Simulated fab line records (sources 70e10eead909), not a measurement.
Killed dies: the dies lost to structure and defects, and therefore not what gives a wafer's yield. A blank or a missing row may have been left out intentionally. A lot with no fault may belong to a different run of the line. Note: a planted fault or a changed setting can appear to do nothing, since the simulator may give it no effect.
The tool behind it: which one?    flow nandHarc    24 lots, 72 wafers sampled, at 4 steps of a route of 1159

## WHAT THE GAUGES READ, wafer by wafer
NHARC_A_M0_CD_MEAS_09: target cd 80 nm.
lot   measured      on        cdNm (nm)
L074  day 17 10:26  cdSem-01  80.5 80.4 80.0
L075  day 17 18:09  cdSem-03  80.8 80.0 80.4
L076  day 17 18:35  cdSem-03  79.2 79.5 79.2
L078  day 17 21:04  cdSem-01  79.4 79.7 80.3
L077  day 17 23:33  cdSem-03  80.2 81.3 79.9
L079  day 18 21:00  cdSem-02  79.7 79.2 79.2
L080  day 19 11:44  cdSem-01  79.6 79.2 79.0
L081  day 19 12:26  cdSem-01  79.2 79.5 78.9
L082  day 19 19:38  cdSem-02  79.9 80.3 79.8
L083  day 19 20:04  cdSem-01  80.2 80.3 80.2
L085  day 20 04:28  cdSem-03  80.5 80.5 80.2
L086  day 20 13:15  cdSem-03  78.8 79.8 80.1
L087  day 20 14:04  cdSem-01  79.8 78.8 79.2
L089  day 20 23:04  cdSem-01  79.2 79.2 79.7
L084  day 20 23:25  cdSem-02  80.4 80.4 79.7
L088  day 21 03:58  cdSem-02  80.0 79.3 80.8
L090  day 21 10:49  cdSem-02  79.3 79.5 78.9
L091  day 22 00:07  cdSem-02  79.3 79.6 79.9
L093  day 22 06:07  cdSem-03  80.2 79.4 79.2
L094  day 22 06:56  cdSem-02  79.8 79.6 79.6
L092  day 22 14:56  cdSem-02  79.4 79.3 80.0
L097  day 23 02:29  cdSem-02  80.1 81.1 80.8
L095  day 23 05:28  cdSem-03  79.3 79.6 78.4
L096  day 23 06:57  cdSem-03  80.3 79.0 79.9

NHARC_A_M0_OVL_MEAS_10: pitch 160 nm.
lot   measured      on          overlayXNm (nm)  overlayYNm (nm)
L074  day 17 10:31  overlay-01  -0.1 0.1 -0.3    -0.4 -0.8 -0.2
L075  day 17 18:14  overlay-02  1.5 1.7 1.7      0.1 1.3 0.5
L076  day 17 18:40  overlay-01  -0.4 -0.1 0.0    -1.8 -1.5 -0.8
L078  day 17 21:08  overlay-02  0.2 0.1 -0.1     1.1 -0.2 0.2
L077  day 17 23:38  overlay-02  -0.5 -0.9 -0.2   0.2 -0.4 -0.5
L079  day 18 21:05  overlay-02  0.1 0.1 0.3      1.0 0.4 0.4
L080  day 19 11:49  overlay-01  -0.1 0.0 -0.2    -1.3 -1.6 -1.3
L081  day 19 12:31  overlay-01  2.0 2.4 2.1      0.6 0.4 0.5
L082  day 19 19:44  overlay-01  0.4 1.0 0.8      1.3 1.4 1.6
L083  day 19 20:09  overlay-01  -0.8 -0.9 -0.9   -0.1 -0.6 -0.2
L085  day 20 04:33  overlay-01  -0.1 -0.5 -0.7   0.2 0.1 0.1
L086  day 20 13:20  overlay-01  0.2 0.1 0.4      0.4 0.5 0.7
L087  day 20 14:10  overlay-01  0.9 0.8 1.6      -0.1 -0.5 -0.2
L089  day 20 23:10  overlay-01  -0.8 -0.9 -0.3   0.6 0.1 -0.4
L084  day 20 23:30  overlay-01  0.3 -0.3 0.6     -0.2 0.1 0.0
L088  day 21 04:04  overlay-01  0.8 0.3 0.1      0.6 0.5 0.9
L090  day 21 10:54  overlay-02  -0.1 -0.5 -0.4   0.0 0.0 0.4
L091  day 22 00:11  overlay-02  -0.5 -0.1 0.3    0.5 0.5 0.6
L093  day 22 06:12  overlay-02  1.2 0.8 0.9      0.5 0.1 0.4
L094  day 22 07:02  overlay-01  0.0 1.0 0.6      -0.4 0.0 -0.7
L092  day 22 15:02  overlay-01  -0.1 0.1 0.2     -0.3 -0.2 -0.2
L097  day 23 02:34  overlay-02  -0.2 0.1 -0.2    1.0 1.3 0.9
L095  day 23 05:33  overlay-01  1.0 1.7 1.3      0.4 1.1 0.3
L096  day 23 07:02  overlay-02  -1.7 -1.6 -1.8   0.0 -0.4 -0.3

NHARC_A_M0_INSPECT_11.
lot   measured      on                rawDefectCount
L074  day 17 10:33  defectInspect-01  17 17 24
L075  day 17 18:16  defectInspect-02  29 24 21
L076  day 17 18:43  defectInspect-02  21 24 19
L078  day 17 21:11  defectInspect-02  29 16 23
L077  day 17 23:40  defectInspect-02  23 25 12
L079  day 18 21:08  defectInspect-02  36 35 30
L080  day 19 11:51  defectInspect-01  41 48 32
L081  day 19 12:33  defectInspect-02  12 14 10
L082  day 19 19:46  defectInspect-01  56 56 45
L083  day 19 20:11  defectInspect-02  17 17 13
L085  day 20 04:35  defectInspect-02  34 26 33
L086  day 20 13:23  defectInspect-01  26 26 37
L087  day 20 14:11  defectInspect-01  63 46 34
L089  day 20 23:11  defectInspect-01  45 52 47
L084  day 20 23:32  defectInspect-01  30 29 38
L088  day 21 04:06  defectInspect-01  10 17 14
L090  day 21 10:56  defectInspect-01  34 29 29
L091  day 22 00:14  defectInspect-02  39 35 41
L093  day 22 06:14  defectInspect-01  35 42 40
L094  day 22 07:04  defectInspect-02  41 29 32
L092  day 22 15:04  defectInspect-02  64 57 63
L097  day 23 02:36  defectInspect-02  39 57 58
L095  day 23 05:35  defectInspect-01  18 29 29
L096  day 23 07:05  defectInspect-01  43 44 45

## EACH LOT AND THE TOOL THAT RAN IT (in order: tool; ch and the chambers of the sampled wafers; start)
lot   NHARC_A_BLC_ETCH_18
L074  rieDiel-04 ch 1,3, day 17 10:26 or earlier
L075  rieDiel-13 ch 0,2,3, day 17 18:09 or earlier
L076  rieDiel-04 ch 0,2, day 17 18:35 or earlier
L078  rieDiel-13 ch 2,3, day 17 21:04 or earlier
L077  rieDiel-05 ch 1,2,3, day 17 23:33 or earlier
L079  rieDiel-05 ch 1,2,3, day 18 21:00 or earlier
L080  rieDiel-05 ch 2,3, day 19 11:44 or earlier
L081  rieDiel-05 ch 1,2,3, day 19 12:26 or earlier
L082  rieDiel-05 ch 0,3, day 19 19:38 or earlier
L083  rieDiel-13 ch 1,2,3, day 19 20:04 or earlier
L085  rieDiel-05 ch 0,3, day 20 04:28 or earlier
L086  rieDiel-05 ch 0,1,3, day 20 13:15 or earlier
L087  rieDiel-05 ch 0,2, day 20 14:04 or earlier
L089  rieDiel-05 ch 0,1, day 20 23:04 or earlier
L084  rieDiel-05 ch 0,1,2, day 20 23:25 or earlier
L088  rieDiel-05 ch 1,2, day 21 03:58 or earlier
L090  rieDiel-13 ch 0,1,3, day 21 10:49 or earlier
L091  rieDiel-13 ch 0,3, day 22 00:07 or earlier
L093  rieDiel-13 ch 0,1,3, day 22 06:07 or earlier
L094  rieDiel-04 ch 0,2,3, day 22 06:56 or earlier
L092  rieDiel-13 ch 1,2, day 22 14:56 or earlier
L097  rieDiel-05 ch 0,1,2, day 23 02:29 or earlier
L095  rieDiel-05 ch 0,2,3, day 23 05:28 or earlier
L096  rieDiel-04 ch 0,1, day 23 06:57 or earlier
- NHARC_A_BLC_ETCH_18: etches the open film in C4F8/O2/Ar, target depth 910 nm.

## WHAT THE TOOLS THEMSELVES READ (means of the sampled wafers that have a number; where no wafer has one, the mark that the record gives instead)
NHARC_A_BLC_ETCH_18.
lot   tool        biasW (W)  oesProductAu (a.u.)  rfVppV (V)
L074  rieDiel-04  1500       0.949                976
L075  rieDiel-13  1499       0.963                978
L076  rieDiel-04  1499       0.933                971
L078  rieDiel-13  1500       0.924                973
L077  rieDiel-05  1504       0.985                977
L079  rieDiel-05  1502       0.935                977
L080  rieDiel-05  1502       0.935                980
L081  rieDiel-05  1497       0.982                977
L082  rieDiel-05  1501       0.959                978
L083  rieDiel-13  1505       0.955                976
L085  rieDiel-05  1496       0.943                980
L086  rieDiel-05  1500       0.973                975
L087  rieDiel-05  1501       0.926                976
L089  rieDiel-05  1500       0.966                970
L084  rieDiel-05  1500       0.936                974
L088  rieDiel-05  1503       0.977                975
L090  rieDiel-13  1496       0.968                982
L091  rieDiel-13  1505       0.954                979
L093  rieDiel-13  1496       0.948                983
L094  rieDiel-04  1502       0.962                975
L092  rieDiel-13  1502       0.927                978
L097  rieDiel-05  1498       0.979                975
L095  rieDiel-05  1499       0.968                980
L096  rieDiel-04  1499       0.964                970

## THE ANSWER, worked out from the rows above alone
Rule: usual is defined by the lots themselves. The widest of any qualifying gaps counts: lots, ordered by their means at a reading, are off when they make up no more than a third of the lots, leave a main group of 4 or more, and stand apart from it by 3 or more times the standard deviation of that group's means. A main group whose means are all the same, to the digits that the tables above print for the reading, isn't used. A lot without any number at a reading at which 4 lots or more have one is off too. All remaining lots with rows at the step are treated as sound. After the gauges, taken in route order, come the tools' own readings; for these a lot's mean is taken, as printed above. The first step at which some lot is off is used, and at that step the reading that is off furthest; a lot without a number counts as furthest.
No lot is off on any of the readings shown, so nothing can be concluded from this.

## WHAT WAS PUT IN BY THE SIMULATOR
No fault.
